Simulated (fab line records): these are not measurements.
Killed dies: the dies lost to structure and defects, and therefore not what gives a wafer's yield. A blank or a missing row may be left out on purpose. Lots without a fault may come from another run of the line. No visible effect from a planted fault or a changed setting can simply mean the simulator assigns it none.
Problem report in the 8D (eight disciplines) form, filled by code || flow nand-harc || the parts of the form that need people (team, actions taken, sign-off) are left out

== 1. WHAT IS WRONG ==
Mean of susceptor-temp-C at NHARC_A_CHANNEL_FILL_D1_ALD_25: 295.39 C across 6 wafers in 2 lots; on wafers with no fault it is 299.98 C (standard deviation 0.18). Measured from the usual mean, that is -26 standard deviations.
The step: deposits SiOx, target thk 60 nm, pulse time 10 s, ald cycles 600.
First observed at day 13 09:40: wafer L793.2, on ald-hk-01. At this step, 36 wafers from 12 lots have a number in the record. The rule behind "out" and "out of limits": a value lying over 4 standard deviations away from the usual mean. The other wafers with a number count as sound.

== 2. WHAT THIS IS AND IS NOT ==
{"question": "which readings at this step", "is": "susceptor-temp-C", "is not": "precursor-pulse-height-rel"}
{"question": "which lots", "is": "L793, L795", "is not": "L781, L782, L783, L785, L786, L796, L798, L799, L801, L802"}
{"question": "which wafers of those lots", "is": "all that have a number", "is not": "-"}
{"question": "read on which tools", "is": "ald-hk-01", "is not": "ald-hk-02, ald-hk-03"}
{"question": "when", "is": "from day 13 09:40", "is not": "up to then (15 sound wafers); but 15 sound wafers of L796, L798, L799, L801, L802 came after"}

== 3. THE SUSPECTS, EACH WITH WHAT RULES IT OUT ==
Counting: a tool at a process step up to the reading stays a suspect if it ran every lot that is out and no sound lot after the first of them.
- ald-sin-batch-02 at NHARC_A_CHANNEL_FILL_D1_ALD_03 (deposits SiNx, target thk 6 nm, pulse time 60 s, ald cycles 58): ruled out as a lasting fault. After its first lot that is out, L793 (day 13 09:40), sound lots L796 ran on it. Because NHARC_A_CHANNEL_FILL_D1_ALD_03 lacks a start for some lots, the hours and order of its lots are taken from NHARC_A_CHANNEL_FILL_D1_ALD_25.
- ald-hk-01 at NHARC_A_CHANNEL_FILL_D1_ALD_25 (deposits SiOx, target thk 60 nm, pulse time 10 s, ald cycles 600): kept. All lots that are out passed through it, beginning with L793 at day 13 09:40, and no sound lot followed; its final sound lot before that point was L785 at day 11 06:44. Out on those wafers are its own readings of susceptor-temp-C.
After counting, what remains is ald-hk-01 at NHARC_A_CHANNEL_FILL_D1_ALD_25.

== 4. THE CAUSE (what the simulator had put in) ==
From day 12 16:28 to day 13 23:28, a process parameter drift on ald-hk-01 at NHARC_A_CHANNEL_FILL_D1_ALD_25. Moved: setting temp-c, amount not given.
Counting left only this tool.

== 5. THE EFFECT CHAIN, in route order ==
Each row: a reading where the mean over the struck wafers with a number is more than 3 standard deviations away from the usual. Scope: only readings with a usual standard deviation given in the record; hours: median across lots of the time from each lot's start at the first step in this table that gives one to its start at this step; sigmas: change in usual standard deviations.
{"hours": 0, "step": "NHARC_A_CHANNEL_FILL_D1_ALD_25", "reading": "susceptor-temp-C", "usual": "299.98 C", "on struck wafers": 295.39, "change": -4.59, "sigmas": -26}
Here are the process steps it includes:
- NHARC_A_CHANNEL_FILL_D1_ALD_25: deposits SiOx, target thk 60 nm, pulse time 10 s, ald cycles 600.

== 6. WHAT WOULD HAVE CAUGHT IT SOONER ==
In this record no reading fell out of limits until day 13 09:40, 17 hours after the fault had begun at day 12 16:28.
